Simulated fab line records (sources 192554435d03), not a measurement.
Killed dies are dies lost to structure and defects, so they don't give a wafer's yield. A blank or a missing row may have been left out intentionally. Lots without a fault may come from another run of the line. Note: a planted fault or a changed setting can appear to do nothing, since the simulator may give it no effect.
Which tool did it?    flow n5 finfet    72 wafers from 24 lots sampled at 6 of the route's 1938 steps

WHAT THE GAUGES READ, wafer by wafer
The record lacks any reading of a measuring or inspecting step that a usual standard deviation could be used to judge.

WHAT TOOL EACH LOT RAN ON (gives the tool, then ch and the chambers of the sampled wafers, and finally the start)
lot   N5_BEOL_M1_STRIP_36                 N5_BEOL_M1_STRIP_97                            N5_BEOL_M1_SURFACE_TREAT_85   N5_BEOL_M1_SPUTTER_79         N5_BEOL_M2_PECVD_72              N5_BEOL_M2_HM_DEP_02
L075  rie diel-01 ch 0,1,3, day 6 12:25   rie diel-01 ch 0,1,3, day 6 13:20 or earlier   pvd sputter-02, day 6 13:20   pvd sputter-02, day 6 13:47   pecvd-04 ch 0,1,2, day 6 16:35   pvd sputter-01, day 6 16:38
L074  rie diel-01 ch 0,1,2, day 6 15:27   rie diel-01 ch 0,1,2, day 6 16:37 or earlier   pvd sputter-03, day 6 16:37   pvd sputter-02, day 6 17:05   pecvd-02 ch 1,2, day 6 19:56     pvd sputter-02, day 6 20:16
L076  rie diel-06 ch 0,1, day 6 20:56     rie diel-06 ch 0,1, day 6 22:12 or earlier     pvd sputter-03, day 6 22:12   pvd sputter-03, day 6 22:42   pecvd-02 ch 0,1, day 7 02:39     pvd sputter-01, day 7 02:58
L077  rie diel-01 ch 1,2, day 7 02:04     rie diel-01 ch 1,2, day 7 03:25 or earlier     pvd sputter-01, day 7 03:25   pvd sputter-01, day 7 04:10   pecvd-02 ch 0,1,2, day 7 06:56   pvd sputter-02, day 7 07:18
L079  rie diel-01 ch 0,2,3, day 7 13:39   rie diel-01 ch 0,2,3, day 7 14:43 or earlier   pvd sputter-02, day 7 14:43   pvd sputter-03, day 7 15:13   pecvd-02 ch 1,2, day 7 17:58     pvd sputter-01, day 7 18:23
L078  rie diel-01 ch 0,3, day 7 17:07     rie diel-01 ch 0,3, day 7 18:29 or earlier     pvd sputter-01, day 7 18:29   pvd sputter-03, day 7 19:01   pecvd-02 ch 0,1,2, day 7 21:46   pvd sputter-01, day 7 22:11
L080  rie diel-02 ch 2,3, day 7 18:22     rie diel-02 ch 2,3, day 7 19:37 or earlier     pvd sputter-02, day 7 19:37   pvd sputter-03, day 7 20:51   pecvd-01 ch 0,1,2, day 7 23:46   pvd sputter-03, day 8 00:10
L081  rie diel-06 ch 0,1, day 8 05:11     rie diel-06 ch 0,1, day 8 06:12 or earlier     pvd sputter-01, day 8 06:12   pvd sputter-01, day 8 06:42   pecvd-02 ch 0,1, day 8 09:28     pvd sputter-02, day 8 10:37
L082  rie diel-02 ch 1,2,3, day 8 10:13   rie diel-02 ch 1,2,3, day 8 11:13 or earlier   pvd sputter-01, day 8 11:13   pvd sputter-02, day 8 11:40   pecvd-01 ch 0,1, day 8 14:32     pvd sputter-01, day 8 14:35
L083  rie diel-06 ch 0,2,3, day 8 16:04   rie diel-06 ch 0,2,3, day 8 16:47 or earlier   pvd sputter-01, day 8 16:47   pvd sputter-03, day 8 17:16   pecvd-02 ch 0,2, day 8 20:01     pvd sputter-01, day 8 21:23
L084  rie diel-06 ch 0,1,2, day 9 04:36   rie diel-06 ch 0,1,2, day 9 05:58 or earlier   pvd sputter-02, day 9 05:58   pvd sputter-03, day 9 06:24   pecvd-04 ch 1,2, day 9 09:46     pvd sputter-02, day 9 09:50
L087  rie diel-02 ch 0,1, day 9 19:05     rie diel-02 ch 0,1, day 9 20:52 or earlier     pvd sputter-03, day 9 20:52   pvd sputter-03, day 9 21:28   pecvd-04 ch 0,1, day 10 00:14    pvd sputter-03, day 10 00:23
L085  rie diel-02 ch 0,2,3, day 10 01:28  rie diel-02 ch 0,2,3, day 10 02:11 or earlier  pvd sputter-01, day 10 02:11  pvd sputter-02, day 10 02:37  pecvd-04 ch 0,1, day 10 05:23    pvd sputter-01, day 10 07:34
L086  rie diel-06 ch 0,1,3, day 10 02:49  rie diel-06 ch 0,1,3, day 10 04:12 or earlier  pvd sputter-03, day 10 04:12  pvd sputter-03, day 10 04:47  pecvd-02 ch 0,2, day 10 07:34    pvd sputter-01, day 10 08:43
L088  rie diel-02 ch 0,1, day 10 14:50    rie diel-02 ch 0,1, day 10 15:33 or earlier    pvd sputter-03, day 10 15:33  pvd sputter-03, day 10 15:59  pecvd-04 ch 0,2, day 10 18:44    pvd sputter-01, day 10 19:35
L089  rie diel-06 ch 1,3, day 10 14:55    rie diel-06 ch 1,3, day 10 15:39 or earlier    pvd sputter-01, day 10 15:39  pvd sputter-01, day 10 16:07  pecvd-04 ch 0,2, day 10 18:53    pvd sputter-01, day 10 19:41
L091  rie diel-01 ch 2,3, day 10 15:07    rie diel-01 ch 2,3, day 10 15:52 or earlier    pvd sputter-01, day 10 15:52  pvd sputter-02, day 10 16:23  pecvd-02 ch 0,1,2, day 10 19:09  pvd sputter-01, day 10 19:47
L090  rie diel-02 ch 0,2,3, day 10 17:51  rie diel-02 ch 0,2,3, day 10 18:52 or earlier  pvd sputter-03, day 10 18:52  pvd sputter-02, day 10 19:35  pecvd-01 ch 0,2, day 10 22:21    pvd sputter-01, day 10 23:18
L092  rie diel-06 ch 2,3, day 10 22:51    rie diel-06 ch 2,3, day 10 23:50 or earlier    pvd sputter-01, day 10 23:50  pvd sputter-03, day 11 00:28  pecvd-02 ch 0,2, day 11 03:13    pvd sputter-01, day 11 03:29
L093  rie diel-06 ch 0,1,2, day 11 01:49  rie diel-06 ch 0,1,2, day 11 03:01 or earlier  pvd sputter-02, day 11 03:01  pvd sputter-02, day 11 03:33  pecvd-02 ch 1,2, day 11 06:18    pvd sputter-03, day 11 07:13
L094  rie diel-06 ch 1,2,3, day 11 06:08  rie diel-06 ch 1,2,3, day 11 07:59 or earlier  pvd sputter-03, day 11 07:59  pvd sputter-03, day 11 08:40  pecvd-01 ch 0,2, day 11 11:25    pvd sputter-02, day 11 11:53
L095  rie diel-01 ch 1,2,3, day 11 11:22  rie diel-01 ch 1,2,3, day 11 12:33 or earlier  pvd sputter-02, day 11 12:33  pvd sputter-01, day 11 14:30  pecvd-04 ch 0,2, day 11 17:39    pvd sputter-01, day 11 20:59
L096  rie diel-02 ch 0,3, day 11 20:36    rie diel-02 ch 0,3, day 11 21:52 or earlier    pvd sputter-03, day 11 21:52  pvd sputter-02, day 11 22:28  pecvd-02 ch 0,1,2, day 12 01:37  pvd sputter-03, day 12 03:22
L097  rie diel-01 ch 1,2,3, day 12 08:00  rie diel-01 ch 1,2,3, day 12 09:04 or earlier  pvd sputter-01, day 12 09:04  pvd sputter-01, day 12 09:38  pecvd-01 ch 0,2, day 12 12:58    pvd sputter-03, day 12 15:41
- N5_BEOL_M1_STRIP_36: strips in N2/H2.
- N5_BEOL_M1_STRIP_97: strips in N2/H2, time 10 s.
- N5_BEOL_M1_SURFACE_TREAT_85
- N5_BEOL_M1_SPUTTER_79: material Cu, target thk 4.5 nm, time 8.29 s.
- N5_BEOL_M2_PECVD_72: deposits SiO2 from TEOS/O2, target thk 16 nm, time 18 s.
- N5_BEOL_M2_HM_DEP_02: deposits TiN, target thk 20 nm.

WHAT THE TOOLS THEMSELVES READ (means of the sampled wafers that have a number; where no wafer has one, the mark that the record gives instead)
N5_BEOL_M1_STRIP_36.
lot   tool         drypump motor current A (A)  h2 flow sccm (sccm)  oes product au (a.u.)  power w (W)  rf vpp V (V)  showerhead plenum p Torr (Torr)  throttle valve pct (%)
L075  rie diel-01  5.3                          200.2                0.79                   447.9        60.8          2.57                             23.6
L074  rie diel-01  5.6                          200.8                0.79                   449.9        59.4          2.58                             23.8
L076  rie diel-06  5.7                          199.9                0.72                   449.1        60.5          2.64                             24.0
L077  rie diel-01  5.7                          200.8                0.73                   449.7        59.8          2.56                             23.9
L079  rie diel-01  5.5                          199.8                0.77                   450.9        60.0          2.53                             23.8
L078  rie diel-01  5.2                          199.9                0.76                   449.1        59.9          2.53                             23.7
L080  rie diel-02  5.7                          199.6                0.70                   451.0        58.2          2.53                             23.8
L081  rie diel-06  5.5                          201.0                0.74                   450.5        57.8          2.65                             24.0
L082  rie diel-02  5.8                          200.5                0.70                   450.2        59.4          2.52                             23.5
L083  rie diel-06  5.1                          200.2                0.78                   450.1        58.5          2.53                             23.7
L084  rie diel-06  5.5                          200.2                0.76                   450.1        60.2          2.62                             23.8
L087  rie diel-02  5.9                          200.1                0.76                   450.4        59.3          2.52                             23.3
L085  rie diel-02  5.8                          199.4                0.84                   451.5        61.4          2.54                             23.3
L086  rie diel-06  5.4                          200.1                0.71                   450.1        59.7          2.55                             23.9
L088  rie diel-02  5.9                          200.5                0.76                   449.7        57.5          2.52                             23.3
L089  rie diel-06  5.3                          199.5                0.69                   450.1        59.1          2.46                             23.9
L091  rie diel-01  5.4                          200.0                0.68                   451.2        57.7          2.50                             23.9
L090  rie diel-02  5.7                          199.2                0.83                   450.7        58.9          2.54                             23.3
L092  rie diel-06  5.0                          201.1                0.79                   451.9        59.0          2.50                             23.5
L093  rie diel-06  5.4                          200.8                0.76                   450.4        61.0          2.61                             23.8
L094  rie diel-06  5.3                          199.9                0.74                   450.1        59.8          2.52                             23.8
L095  rie diel-01  5.5                          200.3                0.70                   449.3        57.8          2.54                             23.9
L096  rie diel-02  5.9                          199.8                0.88                   451.0        59.0          2.53                             23.2
L097  rie diel-01  5.5                          199.9                0.69                   450.6        60.1          2.54                             23.8

N5_BEOL_M1_STRIP_97.
lot   tool         drypump motor current A (A)  h2 flow sccm (sccm)  oes product au (a.u.)  rf vpp V (V)  showerhead plenum p Torr (Torr)  throttle valve pct (%)
L075  rie diel-01  5.3                          199.9                0.79                   59.3          2.57                             23.6
L074  rie diel-01  5.6                          200.6                0.80                   60.0          2.58                             23.8
L076  rie diel-06  5.8                          200.7                0.72                   60.5          2.64                             24.0
L077  rie diel-01  5.8                          199.8                0.74                   59.3          2.56                             23.9
L079  rie diel-01  5.5                          199.6                0.77                   59.1          2.53                             23.8
L078  rie diel-01  5.2                          199.3                0.76                   59.9          2.53                             23.7
L080  rie diel-02  5.7                          200.6                0.71                   59.4          2.53                             23.7
L081  rie diel-06  5.5                          199.9                0.74                   59.7          2.65                             24.0
L082  rie diel-02  5.8                          198.8                0.70                   59.4          2.52                             23.5
L083  rie diel-06  5.1                          199.2                0.78                   58.8          2.53                             23.7
L084  rie diel-06  5.4                          199.6                0.78                   58.8          2.62                             23.8
L087  rie diel-02  5.9                          199.7                0.76                   58.6          2.52                             23.3
L085  rie diel-02  5.7                          199.4                0.85                   58.8          2.54                             23.3
L086  rie diel-06  5.4                          200.5                0.71                   59.9          2.55                             23.9
L088  rie diel-02  5.9                          199.8                0.74                   59.0          2.52                             23.3
L089  rie diel-06  5.3                          200.0                0.69                   58.2          2.46                             23.9
L091  rie diel-01  5.4                          200.5                0.70                   59.3          2.50                             23.9
L090  rie diel-02  5.7                          199.8                0.83                   59.4          2.54                             23.3
L092  rie diel-06  5.0                          200.4                0.79                   59.0          2.50                             23.5
L093  rie diel-06  5.4                          200.4                0.76                   58.2          2.61                             23.8
L094  rie diel-06  5.3                          199.8                0.74                   58.6          2.52                             23.8
L095  rie diel-01  5.5                          200.8                0.70                   59.1          2.54                             23.9
L096  rie diel-02  5.8                          200.1                0.89                   58.9          2.53                             23.3
L097  rie diel-01  5.5                          199.3                0.69                   59.1          2.54                             23.9

N5_BEOL_M1_SPUTTER_79.
lot   tool            throttle valve pct (%)
L075  pvd sputter-02  29.9
L074  pvd sputter-02  29.6
L076  pvd sputter-03  31.2
L077  pvd sputter-01  29.5
L079  pvd sputter-03  29.7
L078  pvd sputter-03  30.6
L080  pvd sputter-03  29.7
L081  pvd sputter-01  29.8
L082  pvd sputter-02  30.1
L083  pvd sputter-03  30.3
L084  pvd sputter-03  30.1
L087  pvd sputter-03  30.6
L085  pvd sputter-02  29.8
L086  pvd sputter-03  29.6
L088  pvd sputter-03  30.0
L089  pvd sputter-01  28.5
L091  pvd sputter-02  30.2
L090  pvd sputter-02  29.6
L092  pvd sputter-03  30.3
L093  pvd sputter-02  30.1
L094  pvd sputter-03  30.4
L095  pvd sputter-01  28.7
L096  pvd sputter-02  30.6
L097  pvd sputter-01  29.8

N5_BEOL_M2_PECVD_72.
lot   tool      heater power w (W)  showerhead plenum p Torr (Torr)  throttle valve pct (%)
L075  pecvd-04  744                 8.84                             23.6
L074  pecvd-02  764                 8.75                             22.4
L076  pecvd-02  749                 8.81                             23.7
L077  pecvd-02  771                 8.77                             23.1
L079  pecvd-02  767                 8.73                             22.5
L078  pecvd-02  811                 8.78                             23.1
L080  pecvd-01  715                 8.83                             23.0
L081  pecvd-02  800                 8.81                             23.8
L082  pecvd-01  767                 8.81                             23.8
L083  pecvd-02  862                 8.73                             22.7
L084  pecvd-04  771                 8.83                             23.2
L087  pecvd-04  775                 8.77                             23.5
L085  pecvd-04  765                 8.79                             23.2
L086  pecvd-02  922                 8.78                             23.1
L088  pecvd-04  712                 8.85                             22.2
L089  pecvd-04  745                 8.81                             23.1
L091  pecvd-02  792                 8.76                             23.2
L090  pecvd-01  754                 8.81                             22.6
L092  pecvd-02  841                 8.73                             22.6
L093  pecvd-02  729                 8.73                             22.5
L094  pecvd-01  744                 8.81                             22.8
L095  pecvd-04  800                 8.85                             22.1
L096  pecvd-02  833                 8.76                             23.1
L097  pecvd-01  753                 8.83                             22.1

N5_BEOL_M2_HM_DEP_02.
lot   tool            throttle valve pct (%)
L075  pvd sputter-01  29.0
L074  pvd sputter-02  30.3
L076  pvd sputter-01  28.5
L077  pvd sputter-02  29.6
L079  pvd sputter-01  29.0
L078  pvd sputter-01  29.5
L080  pvd sputter-03  30.5
L081  pvd sputter-02  29.3
L082  pvd sputter-01  29.6
L083  pvd sputter-01  29.1
L084  pvd sputter-02  30.1
L087  pvd sputter-03  30.3
L085  pvd sputter-01  29.3
L086  pvd sputter-01  29.6
L088  pvd sputter-01  28.9
L089  pvd sputter-01  29.2
L091  pvd sputter-01  29.7
L090  pvd sputter-01  29.6
L092  pvd sputter-01  29.0
L093  pvd sputter-03  30.5
L094  pvd sputter-02  30.2
L095  pvd sputter-01  29.1
L096  pvd sputter-03  29.9
L097  pvd sputter-03  30.1

THE ANSWER, worked out from the rows above alone
Rule: the usual values come from the lots themselves. The widest of any qualifying gaps counts: lots, ordered by their means at a reading, are off when they make up no more than a third of the lots, leave a main group of 4 or more, and stand apart from it by 3 or more times the standard deviation of that group's means. If all means in a main group match to the digits the tables above print for the reading, that group is not used. A lot without any number at a reading at which 4 lots or more have one is off too. Any other lot the step has rows for is counted as sound. The gauges are gone through in route order, then the tools' own readings, and for those a lot's mean is taken as printed above. At the first step where some lot is off, the reading lying furthest off is the one used; lots without a number count as furthest.
None of the lots is off at any reading shown; this tells nothing.

WHAT WAS PUT IN BY THE SIMULATOR
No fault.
